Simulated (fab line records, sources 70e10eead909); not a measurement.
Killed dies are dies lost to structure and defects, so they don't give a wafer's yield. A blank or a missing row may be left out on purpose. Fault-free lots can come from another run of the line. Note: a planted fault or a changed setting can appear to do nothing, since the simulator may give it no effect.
Which tool is to blame?	flow nandHarc	6 lots with 18 wafers sampled at 4 steps, on a route of 1159 steps

WHAT THE GAUGES SHOWED, per wafer
NHARC_A_WL_FILL_INSPECT_15.
lot	measured	on	rawDefectCount
L961	day 17 04:25	defectInspect-01	503 635 545
L965	day 18 09:59	defectInspect-01	309 282 361
L969	day 18 21:08	defectInspect-02	216 300 214
L975	day 21 05:58	defectInspect-02	423 493 451
L981	day 21 21:55	defectInspect-01	381 548 471
L982	day 22 14:50	defectInspect-02	247 310 429

WHICH TOOL RAN EACH LOT (tool, then ch and the chambers of the sampled wafers, then the start)
lot	NHARC_A_SLIT_ETCH_29	NHARC_A_WL_FILL_CVD_03	NHARC_A_WL_FILL_ETCHBACK_26
L961	rieDiel-10 ch 2,3, day 15 10:05	cvdW-02 ch 0,1, day 15 18:26	rieSi-03 ch 0,2,3, day 16 13:11
L965	rieDiel-10 ch 0,3, day 16 09:37	cvdW-01 ch 0,1, day 17 06:55	rieSi-03 ch 0,1, day 18 03:54
L969	rieDiel-10 ch 1,3, day 17 03:45	cvdW-02 ch 0,1, day 17 20:28	rieSi-03 ch 0,3, day 18 15:04
L975	rieDiel-05 ch 1,2,3, day 19 08:27	cvdW-02 ch 0,1, day 19 21:04	rieSi-03 ch 0,1,2, day 20 19:39
L981	rieDiel-10 ch 1,2, day 20 07:37	cvdW-02 ch 0,1, day 20 16:28	rieSi-06 ch 0,2, day 21 08:35
L982	rieDiel-05 ch 0,1,2, day 20 19:37	cvdW-02 ch 0,1, day 21 05:50	rieSi-06 ch 0,1,2, day 22 01:44
- NHARC_A_SLIT_ETCH_29: etches the open film in CF4/O2, target depth 100 nm, overetch 10 nm, time 55 s.
- NHARC_A_WL_FILL_CVD_03: deposits W, target thk 40 nm, time 3302 s.
- NHARC_A_WL_FILL_ETCHBACK_26: etches the open film in HBr, target depth 52 nm, time 13.3 s.

THE ANSWER, worked out from the rows above alone
Rule: the lots themselves supply what counts as usual. The widest of any qualifying gaps counts: lots, ordered by their means at a reading, are off when they make up no more than a third of the lots, leave a main group of 4 or more, and stand apart from it by 3 or more times the standard deviation of that group's means. If all means in a main group match to the digits the tables above print for the reading, that group is not used. Also off: a lot with no number at a reading for which 4 or more lots have one. The other lots that the step has rows for count as sound.
Nothing can be told from this: no lot is off at any reading shown.

WHAT THE SIMULATOR PUT IN
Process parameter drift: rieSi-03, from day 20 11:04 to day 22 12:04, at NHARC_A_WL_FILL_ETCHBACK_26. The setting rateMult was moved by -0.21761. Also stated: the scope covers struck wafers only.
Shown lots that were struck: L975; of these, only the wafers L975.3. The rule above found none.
